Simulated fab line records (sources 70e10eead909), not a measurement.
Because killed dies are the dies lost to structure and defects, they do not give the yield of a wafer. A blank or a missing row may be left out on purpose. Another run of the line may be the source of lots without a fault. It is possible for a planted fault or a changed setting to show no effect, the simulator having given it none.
Matching of chambers | flow nand_harc | rie_diel-08 running NHARC_P_CONTACT_STRIP_28: 4 sister chambers
The step strips in O2. 35 wafers are shown with their chamber, then 12 later ones without.

WAFERS, EACH WITH ITS CHAMBER
wafer  | chamber | showerhead_plenum_p_Torr (Torr) | drypump_motor_current_A (A) | oes_product_au (a.u.)
L074.4 | 3       | 3.73                            | 5.8                         | 0.986
L074.5 | 2       | 3.69                            | 5.0                         | 0.991
L074.6 | 3       | 3.73                            | 5.8                         | 0.987
L075.1 | 3       | 3.73                            | 5.8                         | 0.994
L075.5 | 1       | 3.55                            | 6.3                         | 1.001
L075.6 | 2       | 3.69                            | 5.0                         | 0.992
L076.3 | 2       | 3.69                            | 5.0                         | 1.002
L076.5 | 1       | 3.55                            | 6.3                         | 1.002
L076.6 | 2       | 3.69                            | 5.0                         | 1.000
L081.1 | 0       | 3.54                            | 6.2                         | 0.991
L081.2 | 2       | 3.69                            | 5.0                         | 1.005
L081.4 | 1       | 3.55                            | 6.3                         | 1.003
L083.1 | 0       | 3.54                            | 6.1                         | 0.987
L083.2 | 1       | 3.55                            | 6.3                         | 0.996
L083.3 | 3       | 3.73                            | 5.8                         | 0.979
L083.4 | 1       | 3.55                            | 6.3                         | 0.991
L083.5 | 3       | 3.72                            | 5.8                         | 0.989
L083.6 | 0       | 3.54                            | 6.2                         | 0.983
L084.1 | 0       | 3.54                            | 6.1                         | 0.980
L084.2 | 1       | 3.55                            | 6.2                         | 0.985
L084.4 | 2       | 3.69                            | 5.0                         | 1.013
L085.2 | 1       | 3.55                            | 6.3                         | 1.005
L085.4 | 2       | 3.69                            | 5.0                         | 1.018
L085.6 | 0       | 3.54                            | 6.2                         | 0.996
L088.2 | 1       | 3.55                            | 6.3                         | 0.998
L088.4 | 3       | 3.72                            | 5.8                         | 0.994
L088.5 | 0       | 3.54                            | 6.1                         | 0.991
L088.1 | 0       | 3.54                            | 6.1                         | 0.998
L088.3 | 2       | 3.69                            | 5.0                         | 1.008
L088.6 | 3       | 3.72                            | 5.8                         | 0.990
L087.1 | 2       | 3.69                            | 5.0                         | 1.004
L087.5 | 1       | 3.55                            | 6.3                         | 0.992
L087.6 | 0       | 3.54                            | 6.1                         | 0.985
L086.1 | 1       | 3.55                            | 6.3                         | 0.995
L086.3 | 2       | 3.69                            | 5.0                         | 1.007

SIGNATURES (averages over the wafers above)
reading                  | chamber 0 | chamber 1 | chamber 2 | chamber 3 | scatter within a chamber
showerhead_plenum_p_Torr | 3.5400    | 3.5500    | 3.6900    | 3.7257    | 0.00235
drypump_motor_current_A  | 6.138     | 6.290     | 5.000     | 5.800     | 0.0299
oes_product_au           | 0.98887   | 0.99680   | 1.00400   | 0.98843   | 0.00678
Rule: a wafer lies at a distance from a chamber equal to the root of the sum of squares, over the readings, of (its reading less the chamber's mean, divided by the reading's scatter). The wafer belongs to the nearest chamber; if the next one is less than 2 further off, it can't be placed. The scatter is the square root of a quotient: the sum, over the shown wafers, of each reading's squared deviation from its chamber's mean, divided by wafers minus chambers.

WAFERS WITHOUT THEIR CHAMBER
wafer  | showerhead_plenum_p_Torr (Torr) | drypump_motor_current_A (A) | oes_product_au (a.u.)
L086.6 | 3.55                            | 6.3                         | 0.991
L090.1 | 3.55                            | 6.3                         | 0.998
L090.4 | 3.69                            | 5.0                         | 1.000
L090.5 | 3.72                            | 5.8                         | 0.997
L092.2 | 3.72                            | 5.8                         | 0.989
L092.5 | 3.69                            | 5.0                         | 1.013
L092.3 | 3.53                            | 6.1                         | 0.994
L092.4 | 3.54                            | 6.3                         | 0.995
L092.6 | 3.72                            | 5.8                         | 0.992
L096.1 | 3.54                            | 6.3                         | 0.986
L096.2 | 3.53                            | 6.1                         | 0.992
L096.6 | 3.72                            | 5.8                         | 0.983

WHICH CHAMBER EACH ONE RAN IN
wafer  | from the rows above     | in truth
L086.6 | 1                       | 1
L090.1 | 1                       | 1
L090.4 | 2                       | 2
L090.5 | 3                       | 3
L092.2 | 3                       | 3
L092.5 | 2                       | 2
L092.3 | 0                       | 0
L092.4 | can't be placed: 1 or 0 | 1
L092.6 | 3                       | 3
L096.1 | can't be placed: 1 or 0 | 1
L096.2 | 0                       | 0
L096.6 | 3                       | 3
Correctly placed: 10 of 12. Can't be placed from these rows: 2 (the true chamber is among the candidates in 2). Wrongly placed: 0.
